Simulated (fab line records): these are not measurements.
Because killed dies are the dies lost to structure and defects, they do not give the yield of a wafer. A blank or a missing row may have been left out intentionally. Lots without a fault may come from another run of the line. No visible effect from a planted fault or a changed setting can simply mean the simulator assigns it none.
Struck lot and sound lot, side by side :: flow n5Finfet :: 15 out of 1938 route steps
Sound: the wafers L531.1, L531.5, L531.6. The struck wafers were L538.4, L538.5. At the end, the cause is stated.
Order at every step that has rows: each side's tool, ch and its chambers, its first start. Under that, the readings that differ: sound wafers :: struck wafers :: difference of the means :: sigmas: that difference in standard deviations of wafers without a fault.
alike: readings whose means differ by less than 2 such deviations, and words and numbers that are the same on both sides. not compared: withheld readings, readings that some wafer has no value for, bounds like >300 that may hide the same value, and numbers for which the record gives no deviation and whose values overlap.
A row with sigmas, a row that says differs or no value, or rows on one side alone: a step with any of these is where the two part. Non-overlapping numbers with no deviation appear without sigmas and do not part them. A reading that every wafer of one side lacks parts them only if that side has two wafers or more.

first, 1 step without rows for these wafers: N5_BEOL_M0_SPUTTER_132 (material Cu, target thk 4 nm, time 7.37 s).
N5_BEOL_M0_ANNEAL_133: time 60 s.
  sound: pvdSputter-02 at day 5 22:28; struck: pvdSputter-01 at day 7 15:05
  alike: heaterPowerW, susceptorTempC
N5_BEOL_M0_SPUTTER_134: material Cu, target thk 4 nm, time 7.37 s.
  sound: pvdSputter-02 at day 5 22:30; struck: pvdSputter-01 at day 7 15:08
  alike: susceptorTempC, throttleValvePct
N5_BEOL_M0_ANNEAL_135: time 60 s.
  sound: pvdSputter-02 at day 5 22:35; struck: pvdSputter-01 at day 7 15:13
  alike: heaterPowerW, susceptorTempC
then, 4 steps without rows for these wafers: N5_BEOL_M0_SPUTTER_141 (material Cu, target thk 4 nm, time 7.37 s); N5_BEOL_M0_ECD_118 (material Cu, target thk 300 nm); N5_BEOL_M0_ANNEAL_119 (time 90 s); N5_BEOL_M0_CMP_120 (polishes, stops on SiOC, t overpolish 6.9 s).
N5_BEOL_M0_PRE_CLEAN_131: time 15 s.
  sound on cvdCo-01 ch 0,2, day 5 23:26; struck on cvdCo-02 ch 0,2, day 7 16:10
  alike: heaterPowerW
  not compared: susceptorTempC
N5_BEOL_M0_CO_CAP_123: material Co, precursor CCTBA/H2, target thk 2 nm, time 102.1 s.
  sound on cvdCo-01 ch 0,2, day 5 23:29; struck on cvdCo-02 ch 0,2, day 7 16:14
reading: susceptorTempC (C)
sound: 200.10 200.08 200.13
struck: 199.83 199.77
difference: -0.30
sigmas: -2
  alike: heaterPowerW
then, 1 step without rows for these wafers: N5_BEOL_M0_PRE_CLEAN_124 (time 15 s).
N5_BEOL_M0_DEP_125: deposits SiCN from 3MS/NH3, target thk 8 nm, time 14 s.
  sound on pecvd-02 ch 0,1,2, day 5 23:36; struck on pecvd-03 ch 1,2, day 7 16:19
reading: model.SiCN_of_BEOL_M0_DEP_125.thkNm (nm)
sound: 7.8 8 8
struck: 9.4 9.4
difference: +1.5
sigmas: 
  alike: showerheadPlenumPTorr, showerheadVppV, throttleValvePct
N5_BEOL_M0_RS_MEAS_126: the measuring method here is four-point-probe.
  sound: filmMetro-01 at day 5 23:40; struck: filmMetro-02 at day 7 16:23
  alike: M0_RS
-- here the record skips 2 days between the struck wafers' starts before and after, leaving off in module BEOL_M0 and picking up in module BEOL_M4 (first step shown: number 1111 of the route) --
N5_BEOL_M4_RC_MEAS_101:
  sound on prober-02 ch 0, day 7 23:59; struck on prober-01 ch 0, day 9 17:50
reading: SS_N (mV/dec)
sound: 70.8 70.7 71.6
struck: 72.3 72.1
difference: +1.2
sigmas: +2
  alike: DIBL_N, DIBL_P, IOFF_N, IOFF_P, ION_N, ION_P, SS_P, VT_N, VT_P
-- here the record skips 5 days between the struck wafers' starts before and after, leaving off in module BEOL_M4 and picking up in module PASSIVATION (first step shown: number 1936 of the route) --
N5_PASSIVATION_PROBE_49:
  sound: prober-01 at day 12 03:32; struck: prober-01 at day 14 08:05
  alike: defectLimitedYield, killed_at_M0_to_M3, killed_at_M4_up, killedAtContacts, killedAtFrontEnd, killedAtOther, killedDies, killedOnRim, killedOpen, killedShort, sort_bin_5_function, sort_bin_6_memory, sortNPass, sortYieldPct

== WHERE THEY PART ==
Earliest at N5_BEOL_M0_CO_CAP_123; latest, in this record, at N5_BEOL_M4_RC_MEAS_101. Later steps at which nothing parts them and some readings are alike: N5_PASSIVATION_PROBE_49.

WHY: what the simulator had put in
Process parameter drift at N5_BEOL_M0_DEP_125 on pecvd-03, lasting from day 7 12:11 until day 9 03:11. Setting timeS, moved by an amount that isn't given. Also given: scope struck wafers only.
